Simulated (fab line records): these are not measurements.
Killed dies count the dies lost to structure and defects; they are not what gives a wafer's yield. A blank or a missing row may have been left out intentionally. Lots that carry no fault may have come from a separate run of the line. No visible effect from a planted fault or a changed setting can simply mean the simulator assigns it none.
Matching of chambers :: flow nand_harc :: NHARC_P_GATE_DESCUM_61 on rie_diel-06: 4 sister chambers
The step chemistry O2, time 3 s. 14 wafers are shown with their chamber, then 7 later ones without.

== EACH WAFER AND ITS CHAMBER ==
wafer: L075.2
chamber: 2
showerhead_plenum_p_Torr (Torr): 1.78
drypump_motor_current_A (A): 5.6
oes_product_au (a.u.): 1.019

wafer: L075.3
chamber: 3
showerhead_plenum_p_Torr (Torr): 1.82
drypump_motor_current_A (A): 6.1
oes_product_au (a.u.): 0.996

wafer: L075.5
chamber: 2
showerhead_plenum_p_Torr (Torr): 1.78
drypump_motor_current_A (A): 5.5
oes_product_au (a.u.): 1.018

wafer: L082.2
chamber: 3
showerhead_plenum_p_Torr (Torr): 1.82
drypump_motor_current_A (A): 6.1
oes_product_au (a.u.): 0.992

wafer: L082.3
chamber: 1
showerhead_plenum_p_Torr (Torr): 1.87
drypump_motor_current_A (A): 5.0
oes_product_au (a.u.): 1.010

wafer: L082.6
chamber: 1
showerhead_plenum_p_Torr (Torr): 1.87
drypump_motor_current_A (A): 5.0
oes_product_au (a.u.): 1.006

wafer: L088.2
chamber: 0
showerhead_plenum_p_Torr (Torr): 1.83
drypump_motor_current_A (A): 5.6
oes_product_au (a.u.): 1.016

wafer: L088.5
chamber: 0
showerhead_plenum_p_Torr (Torr): 1.83
drypump_motor_current_A (A): 5.7
oes_product_au (a.u.): 1.005

wafer: L088.6
chamber: 1
showerhead_plenum_p_Torr (Torr): 1.87
drypump_motor_current_A (A): 5.0
oes_product_au (a.u.): 0.999

wafer: L087.1
chamber: 3
showerhead_plenum_p_Torr (Torr): 1.82
drypump_motor_current_A (A): 6.1
oes_product_au (a.u.): 0.981

wafer: L087.3
chamber: 2
showerhead_plenum_p_Torr (Torr): 1.78
drypump_motor_current_A (A): 5.6
oes_product_au (a.u.): 1.008

wafer: L087.6
chamber: 3
showerhead_plenum_p_Torr (Torr): 1.82
drypump_motor_current_A (A): 6.1
oes_product_au (a.u.): 0.987

wafer: L094.3
chamber: 1
showerhead_plenum_p_Torr (Torr): 1.87
drypump_motor_current_A (A): 5.0
oes_product_au (a.u.): 1.003

wafer: L094.4
chamber: 0
showerhead_plenum_p_Torr (Torr): 1.82
drypump_motor_current_A (A): 5.7
oes_product_au (a.u.): 1.001

SIGNATURES (averages over the wafers above)
reading: showerhead_plenum_p_Torr
chamber 0: 1.8267
chamber 1: 1.8700
chamber 2: 1.7800
chamber 3: 1.8200
scatter within a chamber: 0.00258

reading: drypump_motor_current_A
chamber 0: 5.667
chamber 1: 5.000
chamber 2: 5.567
chamber 3: 6.100
scatter within a chamber: 0.0365

reading: oes_product_au
chamber 0: 1.00733
chamber 1: 1.00450
chamber 2: 1.01500
chamber 3: 0.98900
scatter within a chamber: 0.00621
Rule: distance of a wafer from a chamber = root of the sum over the readings of ((wafer's reading minus chamber's mean) / reading's scatter) squared. The wafer belongs to the nearest chamber; if the next one is less than 2 further off, it can't be placed. How the scatter is found: for the shown wafers, subtract from each reading the mean of its chamber, square and add these, divide the total by (wafers less chambers), then take the root.

== WAFERS WITH NO CHAMBER GIVEN ==
wafer: L094.5
showerhead_plenum_p_Torr (Torr): 1.77
drypump_motor_current_A (A): 5.5
oes_product_au (a.u.): 1.006

wafer: L093.2
showerhead_plenum_p_Torr (Torr): 1.87
drypump_motor_current_A (A): 5.0
oes_product_au (a.u.): 0.998

wafer: L093.3
showerhead_plenum_p_Torr (Torr): 1.82
drypump_motor_current_A (A): 5.7
oes_product_au (a.u.): 1.006

wafer: L093.5
showerhead_plenum_p_Torr (Torr): 1.77
drypump_motor_current_A (A): 5.5
oes_product_au (a.u.): 1.012

wafer: L095.1
showerhead_plenum_p_Torr (Torr): 1.86
drypump_motor_current_A (A): 5.0
oes_product_au (a.u.): 0.995

wafer: L095.2
showerhead_plenum_p_Torr (Torr): 1.82
drypump_motor_current_A (A): 5.7
oes_product_au (a.u.): 0.999

wafer: L095.4
showerhead_plenum_p_Torr (Torr): 1.86
drypump_motor_current_A (A): 5.0
oes_product_au (a.u.): 1.005

== WHICH CHAMBER EACH WENT THROUGH ==
wafer: L094.5
from the rows above: 2
in truth: 2

wafer: L093.2
from the rows above: 1
in truth: 1

wafer: L093.3
from the rows above: 0
in truth: 0

wafer: L093.5
from the rows above: 2
in truth: 2

wafer: L095.1
from the rows above: 1
in truth: 1

wafer: L095.2
from the rows above: 0
in truth: 0

wafer: L095.4
from the rows above: 1
in truth: 1
Correctly placed: 7 of 7. From these rows, 0 cannot be placed. 0 placed wrongly.
